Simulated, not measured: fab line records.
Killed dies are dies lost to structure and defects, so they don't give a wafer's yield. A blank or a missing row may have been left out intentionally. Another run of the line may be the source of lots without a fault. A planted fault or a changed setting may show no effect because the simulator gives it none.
fab line records    flow n5_finfet
[record] lots = 7  wafers = 21
route steps=1938 shown BEOL_M7@1270 BEOL_M9@1417 BEOL_M10@1474 BEOL_M11@1560 BEOL_M12@1605
start_h: hours from the record's opening day to when the first of the lot's shown wafers began    wait_h: hours elapsed since this lot's preceding step    " identical to the entry in the row above    L1.1+2: one row covering several wafers at once    - no value, or no start given    * or withheld: withheld    < > ~ a bound
route shown NAME@n: NAME is a module with steps in the file, n the number in the route of the first one    usual: the fault-free wafers' mean and standard deviation    same: alike in all rows    chamber/n: place in a boat    sites: per-site readings    _std_site: how widely they spread, as a standard deviation    _edge_site: outer sites' mean less inner sites'    radius_mm: how far each site lies from the wafer's centre    mask NAME#n: copy n    behind: the most recent tool/chamber to have shaped the wafer    hold: cause of the lot's hold/its duration in hours/its outcome    device: whichever transistor did not switch (one of n, p or np)    end of line: tests run on the same wafers once the route is complete    a step with no rows: only its recipe    killed: dies that structure and defects cost at the first sort, which is not the same as the wafer's yield    map: dies across one wafer; x = killed, . = not, _ = none there
set.NAME: the run value of the setting; set.NAME@STEP: its run value at that earlier step    model.NAME: the simulator's own value behind a step, which no gauge read
lots where settings were altered on purpose, with a table for each step and a row for each wafer
[[steps]]
[step N5_BEOL_M7_COAT_05]
[recipe] resist = CAR-ArF  spin_rpm = 1500  resist_thk_nm = 90
lot.wafer  tool            chamber  start_h  wait_h  set.spin_rpm  model.CAR-ArF_of_BEOL_M7_COAT_05.thk_nm
L074.1     litho_track-01  0        -        -       1369          94.2
L074.3     "               0        "        "       1500          89.6
L074.5     "               0        "        "       1369          94
L077.1     litho_track-05  0        -        -       1386          93.2
L077.3     "               0        "        "       1386          93.4
L077.6     "               0        "        "       1500          89.8
L079.1+6   litho_track-01  0        -        -       1500          90.4
L079.3     "               0        "        "       1500          90.6
L083.1     litho_track-05  0        -        -       1436          91.4
L083.5+6   "               0        "        "       1500          89.8
L086.1     litho_track-05  0        -        -       1500          90.6
L086.2     "               0        "        "       1500          90.8
L086.3     "               0        "        "       1430          92.6
L087.1     litho_track-01  0        -        -       1567          88.2
L087.5     "               0        "        "       1500          90.2
L087.6     "               0        "        "       1500          90
L095.1+3   litho_track-01  0        -        -       1590          87.4
L095.4     "               0        "        "       1500          90.2
[step N5_BEOL_M7_EXPOSE_08]
[recipe] mask_id = M7  na = 1.35  source_shape = dipole  sigma_inner = 0.817  sigma_outer = 0.97  polarization = te  dose_mj = 68.25
lot.wafer   tool             chamber  start_h  wait_h  mask  set.dose_mj
L074.1+3+5  arfi_scanner-02  0        187.65   -       M7#0  68.25
L077.1+3+6  arfi_scanner-02  0        220.08   -       M7#0  68.25
L079.1+3+6  arfi_scanner-01  0        220.48   -       M7#0  68.25
L083.1+5+6  arfi_scanner-02  0        241.51   -       M7#0  68.25
L086.1+2+3  arfi_scanner-03  0        266.92   -       M7#0  68.25
L087.1      arfi_scanner-01  0        280.95   -       M7#0  68.25
L087.5+6    "                0        "        "       M7#0  64.73
L095.1+3+4  arfi_scanner-01  0        309.46   -       M7#0  68.25
[step N5_BEOL_M7_PEB_09]
[recipe] peb_temp_c = withheld  peb_time_s = 60  resist = CAR-ArF
[step N5_BEOL_M7_DEVELOP_10]
[recipe] develop_time_s = 30  developer = TMAH  resist = CAR-ArF  rinse_liquid = diw  dry = air_spin  dev_temp_c = 23
lot.wafer   tool            chamber  start_h  wait_h  set.spin_rpm@BEOL_M7_COAT_05  model.CAR-ArF_of_BEOL_M7_COAT_05.thk_nm
L074.1+5    litho_track-04  0        -        -       1369                          92.4
L074.3      "               0        "        "       1500                          88
L077.1+3    litho_track-04  0        -        -       1386                          91.6
L077.6      "               0        "        "       1500                          88
L079.1+3+6  litho_track-01  0        -        -       1500                          88.8
L083.1      litho_track-01  0        -        -       1436                          89.6
L083.5      "               0        "        "       1500                          88
L083.6      "               0        "        "       1500                          88.2
L086.1      litho_track-04  0        -        -       1500                          88.8
L086.2      "               0        "        "       1500                          89.2
L086.3      "               0        "        "       1430                          90.8
L087.1      litho_track-04  0        -        -       1567                          86.6
L087.5      "               0        "        "       1500                          88.6
L087.6      "               0        "        "       1500                          88.4
L095.1      litho_track-05  0        -        -       1590                          85.6
L095.3      "               0        "        "       1590                          85.8
L095.4      "               0        "        "       1500                          88.6
[step N5_BEOL_M9_DESCUM_16]
[recipe] chemistry = O2  time_s = 7.9  source_power_w = 50  bias_power_w = 20  pressure_mtorr = 20  rf_frequency_hz = 2.712e+07  temp_c = 40  resist = CAR-ArF  o2_flow_sccm = 225
lot.wafer  tool         chamber  start_h  wait_h  set.time_s  model.CAR-ArF_of_BEOL_M9_COAT_05.thk_nm
L074.1     rie_diel-03  0        203.81   0.0     8.673       83
L074.3+5   "            3        "        "       7.9         83.4
L077.1+6   rie_diel-05  2        239.70   0.0     7.9         83
L077.3     "            3        "        "       7.9         83.2
L079.1     rie_diel-05  1        242.15   0.0     7.9         83.4
L079.3+6   "            2        "        "       7.9         83.6
L083.1     rie_diel-03  0        258.78   0.0     8.9         82.6
L083.5     "            2        "        "       7.9         83.4
L083.6     "            1        "        "       7.9         83
L086.1     rie_diel-05  3        286.31   0.0     7.9         83.4
L086.2+3   "            1,2      "        "       6.252       84.2
L087.1     rie_diel-02  1        299.19   0.0     7.9         83.4
L087.5+6   "            3,2      "        "       8.768       82.8
L095.1     rie_diel-02  3        327.96   0.0     7.9         83.6
L095.3+4   "            1,2      "        "       6.215       84.2
[step N5_BEOL_M9_ETCH_61]
[recipe] chemistry = CF4  target = SiARC  target_depth_a = 390  mask_material = CAR-ArF  time_s = 65  ion_energy_ev = 80  pressure_mtorr = 40  source_w = 545  bias_w = 36  Ar_flow_sccm = 100  cf4_flow_sccm = 100  ends = cleared
lot.wafer  tool         chamber  start_h  wait_h  set.time_s@BEOL_M9_DESCUM_16  model.CAR-ArF_of_BEOL_M9_COAT_05.thk_nm
L074.1     rie_diel-03  0        203.85   0.0     8.673                         55
L074.3+5   "            3        "        "       7.9                           55.2
L077.1     rie_diel-05  2        239.73   0.0     7.9                           54.8
L077.3     "            3        "        "       7.9                           55.4
L077.6     "            2        "        "       7.9                           55
L079.1     rie_diel-05  1        242.18   0.0     7.9                           55.4
L079.3+6   "            2        "        "       7.9                           55.6
L083.1     rie_diel-03  0        258.81   0.0     8.9                           54.8
L083.5     "            2        "        "       7.9                           55.4
L083.6     "            1        "        "       7.9                           55.2
L086.1     rie_diel-05  3        286.35   0.0     7.9                           55.4
L086.2+3   "            1,2      "        "       6.252                         56.2
L087.1     rie_diel-02  1        299.23   0.0     7.9                           55.4
L087.5     "            3        "        "       8.768                         54.8
L087.6     "            2        "        "       8.768                         55
L095.1     rie_diel-02  3        328.00   0.0     7.9                           55.6
L095.3+4   "            1,2      "        "       6.215                         56.2
[step N5_BEOL_M9_ETCH_62]
[recipe] chemistry = N2/H2  target = SOC  target_depth_a = 1100  overetch_a = 220  mask_material = SiARC  temp_c = 40  time_s = 165  ion_energy_ev = 200  pressure_mtorr = 30  source_w = 840  bias_w = 150  n2_flow_sccm = 200  h2_flow_sccm = 200
lot.wafer  tool         chamber  start_h  wait_h  set.time_s  model.SiARC_of_BEOL_M9_COAT_60.thk_nm
L074.1     rie_diel-03  0        203.90   0.0     165         23.2
L074.3+5   "            3        "        "       165         23.6
L077.1     rie_diel-05  2        239.78   0.0     165         23.6
L077.3     "            3        "        "       165         23.4
L077.6     "            2        "        "       197.6       22.4
L079.1     rie_diel-05  1        242.23   0.0     165         23.8
L079.3+6   "            2        "        "       165         23.6
L083.1+6   rie_diel-03  0,1      258.86   0.0     165         23
L083.5     "            2        "        "       165         23.6
L086.1     rie_diel-05  3        286.40   0.0     165         23.2
L086.2     "            1        "        "       165         24
L086.3     "            2        "        "       165         23.6
L087.1     rie_diel-02  1        299.28   0.0     165         23.2
L087.5     "            3        "        "       131.8       24.8
L087.6     "            2        "        "       165         23.6
L095.1     rie_diel-02  3        328.05   0.0     138.2       24.6
L095.3     "            1        "        "       165         23.4
L095.4     "            2        "        "       138.2       25
[step N5_BEOL_M10_HM_DEP_02]
[recipe] material = TiN  target_thk_a = 200  temp_c = 25  chamber_pressure_pa = 0.49996
lot.wafer  tool            chamber  start_h  wait_h  set.target_thk_a  model.TiN_of_BEOL_M10_HM_DEP_02.thk_nm
L074.1+5   pvd_sputter-02  -        210.22   1.2     218.6             21.6
L074.3     "               -        "        "       200               19.6
L077.1     pvd_sputter-02  -        248.27   1.3     224.1             22.2
L077.3     "               -        "        "       200               20
L077.6     "               -        "        "       224.1             22.4
L079.1     pvd_sputter-02  -        248.87   0.5     200               19.4
L079.3+6   "               -        "        "       200               19.8
L083.1     pvd_sputter-01  -        265.91   0.8     174.9             16.8
L083.5     "               -        "        "       174.9             17
L083.6     "               -        "        "       200               19.8
L086.1     pvd_sputter-02  -        294.19   0.2     200               20.2
L086.2     "               -        "        "       200               20
L086.3     "               -        "        "       212.4             21.4
L087.1     pvd_sputter-03  -        305.66   0.9     200               20.8
L087.5     "               -        "        "       200               20.4
L087.6     "               -        "        "       200               20.6
L095.1+3   pvd_sputter-01  -        334.70   0.9     200               19.8
L095.4     "               -        "        "       200               20.2
[step N5_BEOL_M10_COAT_59]
[recipe] resist = SOC  temp_c = 250  time_s = 60  spin_rpm = 1500  resist_thk_nm = 100
[step N5_BEOL_M10_COAT_60]
[recipe] resist = SiARC  temp_c = 220  time_s = 60  spin_rpm = 1500  resist_thk_nm = 30
[step N5_BEOL_M10_STRIP_68]
[recipe] chemistry = N2/H2  temp_c = 40  n2_flow_sccm = 200  h2_flow_sccm = 200  rf_frequency_hz = 6e+07
[step N5_BEOL_M10_STRIP_67]
[recipe] chemistry = CF4  resist = SiARC  power_w = 300  bias_power_w = 75  pressure_mtorr = 50  cf4_flow_sccm = 150  rf_frequency_hz = 6e+07
[step N5_BEOL_M10_HM_OPEN_17]
[recipe] chemistry = Cl2/BCl3  target_depth_a = 200  overetch_a = 60  target = TiN  mask_material = SOC  ion_energy_ev = 150  pressure_mtorr = 10  icp_w = 1000  bias_w = 126  Cl2_flow_sccm = 53.25  bcl3_flow_sccm = 21.75  Ar_flow_sccm = 25
lot.wafer  tool          chamber  start_h  wait_h  set.target_thk_a@BEOL_M10_HM_DEP_02  model.etch.depth_nm
L074.1     rie_metal-01  1        211.07   0.0     218.6                                21.57
L074.3     "             1        "        "       200                                  19.65
L074.5     "             0        "        "       218.6                                21.66
L077.1     rie_metal-03  1        249.13   0.0     224.1                                22.27
L077.3     "             0        "        "       200                                  20.08
L077.6     "             0        "        "       224.1                                22.4
L079.1     rie_metal-01  0        249.73   0.0     200                                  19.49
L079.3     "             0        "        "       200                                  19.89
L079.6     "             0        "        "       200                                  19.83
L083.1+5   rie_metal-01  0        267.23   0.0     174.9                                16.9
L083.6     "             0        "        "       200                                  19.85
L086.1     rie_metal-02  0        295.05   0.0     200                                  20.29
L086.2     "             1        "        "       200                                  19.95
L086.3     "             1        "        "       212.4                                21.34
L087.1     rie_metal-01  1        306.56   0.0     200                                  20.76
L087.5     "             1        "        "       200                                  20.42
L087.6     "             0        "        "       200                                  20.59
L095.1     rie_metal-03  0        335.60   0.0     200                                  19.79
L095.3     "             0        "        "       200                                  19.88
L095.4     "             1        "        "       200                                  20.22
[step N5_BEOL_M11_COAT_63]
[recipe] resist = SOC  temp_c = 250  time_s = 60  spin_rpm = 1500  resist_thk_nm = 100
lot.wafer  tool            chamber  start_h  wait_h  set.spin_rpm  model.SOC_of_BEOL_M11_COAT_63.thk_nm
L074.1     litho_track-04  0        222.18   2.6     1500          100
L074.3     "               0        "        "       1333          106.4
L074.5     "               0        "        "       1500          100.4
L077.1     litho_track-04  0        259.01   0.0     1500          99.8
L077.3+6   "               0        "        "       1500          100.2
L079.1     litho_track-02  0        259.15   0.1     1500          100.2
L079.3+6   "               0        "        "       1500          100.4
L083.1     litho_track-02  0        277.37   1.1     1500          99.8
L083.5     "               0        "        "       1629          95.6
L083.6     "               0        "        "       1629          96
L086.1+3   litho_track-03  0        307.82   1.2     1500          100.2
L086.2     "               0        "        "       1577          97.8
L087.1     litho_track-04  0        317.78   3.7     1578          98
L087.5     "               0        "        "       1500          100.2
L087.6     "               0        "        "       1500          100
L095.1     litho_track-04  0        345.48   0.5     1664          94.8
L095.3     "               0        "        "       1500          100
L095.4     "               0        "        "       1664          94.6
[step N5_BEOL_M11_COAT_64]
[recipe] resist = SiARC  temp_c = 220  time_s = 60  spin_rpm = 1500  resist_thk_nm = 30
[step N5_BEOL_M11_COAT_22]
[recipe] resist = CAR-ArF  spin_rpm = 1500  resist_thk_nm = 90
[step N5_BEOL_M11_DESCUM_33]
[recipe] chemistry = O2  time_s = 7.9  source_power_w = 50  bias_power_w = 20  pressure_mtorr = 20  rf_frequency_hz = 2.712e+07  temp_c = 40  resist = CAR-ArF  o2_flow_sccm = 225
[step N5_BEOL_M11_ETCH_65]
[recipe] chemistry = CF4  target = SiARC  target_depth_a = 390  mask_material = CAR-ArF  time_s = 65  ion_energy_ev = 80  pressure_mtorr = 40  source_w = 545  bias_w = 36  Ar_flow_sccm = 100  cf4_flow_sccm = 100  ends = cleared
[step N5_BEOL_M11_ETCH_66]
[recipe] chemistry = N2/H2  target = SOC  target_depth_a = 1200  overetch_a = 240  mask_material = SiARC  temp_c = 40  time_s = 180  ion_energy_ev = 200  pressure_mtorr = 30  source_w = 840  bias_w = 150  n2_flow_sccm = 200  h2_flow_sccm = 200
lot.wafer   tool         chamber  start_h  wait_h  set.spin_rpm@BEOL_M11_COAT_63  model.etch.depth_nm
L074.1      rie_diel-05  0        222.77   0.0     1500                           100.1
L074.3      "            2        "        "       1333                           106.3
L074.5      "            2        "        "       1500                           100.4
L077.1      rie_diel-03  2        259.58   0.0     1500                           99.75
L077.3      "            1        "        "       1500                           100.2
L077.6      "            3        "        "       1500                           100.3
L079.1+3+6  rie_diel-02  1,2,2    259.84   0.0     1500                           100.3
L083.1      rie_diel-03  3        277.91   0.0     1500                           99.83
L083.5      "            3        "        "       1629                           95.63
L083.6      "            0        "        "       1629                           95.92
L086.1      rie_diel-05  3        308.24   0.0     1500                           100.3
L086.2      "            1        "        "       1577                           97.82
L086.3      "            2        "        "       1500                           100.2
L087.1      rie_diel-05  0        318.34   0.0     1578                           98.05
L087.5      "            1        "        "       1500                           100.2
L087.6      "            2        "        "       1500                           100
L095.1      rie_diel-02  0        346.38   0.0     1664                           94.84
L095.3      "            1        "        "       1500                           100
L095.4      "            2        "        "       1664                           94.66
[step N5_BEOL_M12_COAT_04]
[recipe] spin_rpm = 1625  resist_thk_nm = 400
lot.wafer  tool            chamber  start_h  wait_h  set.spin_rpm  model.coat_of_BEOL_M12_COAT_04.thk_nm
L074.1     litho_track-05  0        -        -       1625          400.8
L074.3     "               0        "        "       1625          401.6
L074.5     "               0        "        "       1496          418.2
L077.1     litho_track-01  0        -        -       1625          400.4
L077.3     "               0        "        "       1755          386.2
L077.6     "               0        "        "       1625          401
L079.1     litho_track-05  0        -        -       1625          400.8
L079.3     "               0        "        "       1625          399.8
L079.6     "               0        "        "       1625          400.4
L083.1     litho_track-01  0        -        -       1484          418.8
L083.5     "               0        "        "       1484          420.6
L083.6     "               0        "        "       1625          400
L086.1     litho_track-04  0        -        -       1625          399.4
L086.2     "               0        "        "       1625          399
L086.3     "               0        "        "       1625          399.2
L087.1     litho_track-01  0        -        -       1625          403
L087.5     "               0        "        "       1625          402.4
L087.6     "               0        "        "       1625          402
L095.1     litho_track-04  0        -        -       1571          406.2
L095.3     "               0        "        "       1571          405.6
L095.4     "               0        "        "       1625          399.2
[step N5_BEOL_M12_PEB_08]
[recipe] peb_temp_c = 130  peb_time_s = 90
lot.wafer   tool            chamber  start_h  wait_h  set.peb_temp_c
L074.1+3+5  litho_track-01  0        226.06   0.1     130
L077.1      litho_track-05  0        263.63   0.1     130
L077.3+6    "               0        "        "       131.9
L079.1+3+6  litho_track-05  0        264.03   0.1     130
L083.1      litho_track-01  0        282.31   0.1     126.6
L083.5+6    "               0        "        "       130
L086.1+2    litho_track-04  0        311.57   0.1     130
L086.3      "               0        "        "       131.6
L087.1+5+6  litho_track-04  0        321.86   0.1     130
L095.1+3+4  litho_track-04  0        351.73   0.1     130
[step N5_BEOL_M12_DEVELOP_09]
[recipe] develop_time_s = 45  rinse_liquid = diw  dry = air_spin  dev_temp_c = 21
[step N5_BEOL_M12_HARDBAKE_14]
[recipe] temp_c = 130  time_s = 120
[step N5_BEOL_M12_CD_MEAS_10]
[recipe] target_cd_nm = 140  landing_energy_ev = 500  detector = se_inlens  polarity = opening
[usual] cd_nm = 140.5/2.1
lot.wafer  tool       chamber  start_h  wait_h  set.peb_temp_c@BEOL_M12_PEB_08  cd_nm
L074.1     cd_sem-03  0        226.18   -       130                             143.8
L074.3     "          0        "        "       130                             144.1
L074.5     "          0        "        "       130                             140.6
L077.1     cd_sem-02  0        263.74   -       130                             136.9
L077.3     "          0        "        "       131.9                           146.4
L077.6     "          0        "        "       131.9                           146.6
L079.1     cd_sem-02  0        264.14   -       130                             139.3
L079.3     "          0        "        "       130                             140.4
L079.6     "          0        "        "       130                             139.3
L083.1     cd_sem-02  0        282.42   -       126.6                           129.3
L083.5     "          0        "        "       130                             138.5
L083.6     "          0        "        "       130                             142.5
L086.1     cd_sem-01  0        311.68   -       130                             141.6
L086.2     "          0        "        "       130                             143.4
L086.3     "          0        "        "       131.6                           146.2
L087.1     cd_sem-01  0        321.98   -       130                             139.5
L087.5     "          0        "        "       130                             139.2
L087.6     "          0        "        "       130                             139.0
L095.1     cd_sem-01  0        351.84   -       130                             141.0
L095.3     "          0        "        "       130                             138.5
L095.4     "          0        "        "       130                             140.6
[step N5_BEOL_M12_DESCUM_15]
[recipe] chemistry = O2  time_s = 7.9  source_power_w = 50  bias_power_w = 20  pressure_mtorr = 20  rf_frequency_hz = 2.712e+07  temp_c = 40  o2_flow_sccm = 225
[step N5_BEOL_M12_ETCH_59]
[recipe] chemistry = N2/H2  target = BARC  target_depth_a = 890  overetch_a = 267  time_s = 67.9  ion_energy_ev = 200  pressure_mtorr = 30  source_w = 840  bias_w = 150  n2_flow_sccm = 200  h2_flow_sccm = 200
[step N5_BEOL_M12_VIA_ETCH_16]
[recipe] chemistry = C4F8/O2/Ar  target = SiOC  pressure_mtorr = 30  source_w = 3000  bias_w = 700  Ar_flow_sccm = 400  C4F8_flow_sccm = 15  O2_flow_sccm = 8  he_inner_torr = 15  he_outer_torr = 30  target_depth_a = 7248  time_s = withheld  ion_energy_ev = 250  ends = cleared
lot.wafer  tool         chamber  start_h  wait_h  set.spin_rpm@BEOL_M12_COAT_04  model.coat_of_BEOL_M12_COAT_04.thk_nm
L074.1     rie_diel-06  3        226.35   0.0     1625                           125.6
L074.3     "            2        "        "       1625                           116
L074.5     "            3        "        "       1496                           138.8
L077.1     rie_diel-04  2        264.04   0.0     1625                           119.6
L077.3     "            3        "        "       1755                           110.6
L077.6     "            1        "        "       1625                           123.2
L079.1     rie_diel-01  1        264.37   0.0     1625                           131.2
L079.3     "            2        "        "       1625                           127
L079.6     "            1        "        "       1625                           121.4
L083.1     rie_diel-01  1        282.85   0.0     1484                           145.2
L083.5     "            2        "        "       1484                           145.4
L083.6     "            3        "        "       1625                           120.4
L086.1     rie_diel-01  0        311.86   0.0     1625                           122.4
L086.2     "            1        "        "       1625                           126.2
L086.3     "            2        "        "       1625                           127.6
L087.1     rie_diel-06  1        322.15   0.0     1625                           123
L087.5     "            2        "        "       1625                           121.6
L087.6     "            1        "        "       1625                           119.6
L095.1     rie_diel-01  1        352.02   0.0     1571                           130.6
L095.3     "            3        "        "       1571                           131.4
L095.4     "            0        "        "       1625                           118
[step N5_BEOL_M12_STRIP_63]
[recipe] chemistry = N2/H2  power_w = 1000  temp_c = 250  h2_frac = 0.65  overash_fraction = 0.3  pressure_mtorr = 1000  n2_flow_sccm = 1750  h2_flow_sccm = 3250
[usual] strip_time_to_endpoint_s = 42.6/1.1
lot.wafer  tool             chamber  start_h  wait_h  set.spin_rpm@BEOL_M12_COAT_04  strip_time_to_endpoint_s
L074.1     plasma_asher-01  0        226.55   -       1625                           43.2
L074.3     "                1        "        "       1625                           40.6
L074.5     "                0        "        "       1496                           46.7
L077.1     plasma_asher-02  0        264.24   -       1625                           41.6
L077.3     "                0        "        "       1755                           39.1
L077.6     "                0        "        "       1625                           42.5
L079.1     plasma_asher-01  1        264.57   -       1625                           44.7
L079.3     "                1        "        "       1625                           43.6
L079.6     "                1        "        "       1625                           42.0
L083.1     plasma_asher-02  1        283.06   -       1484                           48.4
L083.5     "                0        "        "       1484                           48.4
L083.6     "                1        "        "       1625                           41.8
L086.1     plasma_asher-01  1        312.07   -       1625                           42.3
L086.2     "                0        "        "       1625                           43.4
L086.3     "                0        "        "       1625                           43.7
L087.1     plasma_asher-02  1        322.35   -       1625                           42.5
L087.5     "                0        "        "       1625                           42.1
L087.6     "                1        "        "       1625                           41.6
L095.1     plasma_asher-01  0        352.22   -       1571                           44.5
L095.3     "                1        "        "       1571                           44.7
L095.4     "                0        "        "       1625                           41.1
[step N5_BEOL_M12_STRIP_64]
[recipe] chemistry = N2/H2  power_w = 1000  temp_c = 250  h2_frac = 0.65  overash_fraction = 0.3  pressure_mtorr = withheld  n2_flow_sccm = 1750  h2_flow_sccm = 3250
[step N5_BEOL_M12_STRIP_71]
[recipe] chemistry = post_etch_residue_remover  time_s = 60  temp_c = 25  remover_ph = withheld  remover_water_wt_pct = withheld  remover_fluoride_wt_pct = withheld
[step N5_BEOL_M12_SRD_72]
[recipe] time_s = 30  temp_c = 23  rinse_liquid = diw  dry = n2_spin  spin_rpm = 1500  dry_time_s = 30
[step N5_BEOL_M12_CD_MEAS_17]
[recipe] target_cd_nm = 140  polarity = opening
[usual] cd_nm = 140.0/2.4
lot.wafer  tool       chamber  start_h  wait_h  set.peb_temp_c@BEOL_M12_PEB_08  cd_nm
L074.1     cd_sem-02  -        226.76   0.0     130                             144.3
L074.3     "          -        "        "       130                             143.5
L074.5     "          -        "        "       130                             141.4
L077.1     cd_sem-01  -        264.44   0.0     130                             135.6
L077.3     "          -        "        "       131.9                           146.4
L077.6     "          -        "        "       131.9                           146.4
L079.1     cd_sem-01  -        264.77   0.0     130                             138.1
L079.3     "          -        "        "       130                             141.0
L079.6     "          -        "        "       130                             137.3
L083.1     cd_sem-01  -        283.27   0.0     126.6                           126.9
L083.5     "          -        "        "       130                             136.7
L083.6     "          -        "        "       130                             140.2
L086.1     cd_sem-01  -        312.27   0.0     130                             141.6
L086.2     "          -        "        "       130                             141.0
L086.3     "          -        "        "       131.6                           145.2
L087.1     cd_sem-03  -        322.56   0.0     130                             141.0
L087.5     "          -        "        "       130                             140.8
L087.6     "          -        "        "       130                             140.3
L095.1     cd_sem-01  -        352.43   0.0     130                             141.3
L095.3     "          -        "        "       130                             136.2
L095.4     "          -        "        "       130                             140.0
[[key]]
[split] step = N5_BEOL_M7_COAT_05  setting = spin_rpm  stated = 1500  by = wafer
[response] step = N5_BEOL_M7_COAT_05  reading = model.CAR-ArF_of_BEOL_M7_COAT_05.thk_nm  change = -0.465  per = 1%  r = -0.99
[response] step = N5_BEOL_M7_DEVELOP_10  reading = model.CAR-ArF_of_BEOL_M7_COAT_05.thk_nm  change = -0.463  per = 1%  r = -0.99
[split] step = N5_BEOL_M7_EXPOSE_08  setting = dose_mj  stated = 68.25  by = wafer
response none clear
[split] step = N5_BEOL_M9_DESCUM_16  setting = time_s  stated = 7.9  by = wafer
[response] step = N5_BEOL_M9_DESCUM_16  reading = model.CAR-ArF_of_BEOL_M9_COAT_05.thk_nm  change = -0.0376  per = 1%  r = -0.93
[response] step = N5_BEOL_M9_ETCH_61  reading = model.CAR-ArF_of_BEOL_M9_COAT_05.thk_nm  change = -0.0342  per = 1%  r = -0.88
[split] step = N5_BEOL_M9_ETCH_62  setting = time_s  stated = 165  by = wafer
[response] step = N5_BEOL_M9_ETCH_62  reading = model.SiARC_of_BEOL_M9_COAT_60.thk_nm  change = -0.0686  per = 1%  r = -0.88
[split] step = N5_BEOL_M10_HM_DEP_02  setting = target_thk_a  stated = 200  by = wafer
[response] step = N5_BEOL_M10_HM_DEP_02  reading = model.TiN_of_BEOL_M10_HM_DEP_02.thk_nm  change = +0.212  per = 1%  r = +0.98
[response] step = N5_BEOL_M10_HM_OPEN_17  reading = model.etch.depth_nm  change = +0.21  per = 1%  r = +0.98
[split] step = N5_BEOL_M11_COAT_63  setting = spin_rpm  stated = 1500  by = wafer
[response] step = N5_BEOL_M11_COAT_63  reading = model.SOC_of_BEOL_M11_COAT_63.thk_nm  change = -0.498  per = 1%  r = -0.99
[response] step = N5_BEOL_M11_ETCH_66  reading = model.etch.depth_nm  change = -0.494  per = 1%  r = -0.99
[split] step = N5_BEOL_M12_COAT_04  setting = spin_rpm  stated = 1625  by = wafer
[response] step = N5_BEOL_M12_COAT_04  reading = model.coat_of_BEOL_M12_COAT_04.thk_nm  change = -2.08  per = 1%  r = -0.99
[response] step = N5_BEOL_M12_VIA_ETCH_16  reading = model.coat_of_BEOL_M12_COAT_04.thk_nm  change = -2.29  per = 1%  r = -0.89
[response] step = N5_BEOL_M12_STRIP_63  reading = strip_time_to_endpoint_s  change = *  per = 1%  r = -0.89
[split] step = N5_BEOL_M12_PEB_08  setting = peb_temp_c  stated = 130  by = wafer
[response] step = N5_BEOL_M12_CD_MEAS_10  reading = cd_nm  change = +4.58  per = 1%  r = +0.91
[response] step = N5_BEOL_M12_CD_MEAS_17  reading = cd_nm  change = +4.86  per = 1%  r = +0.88
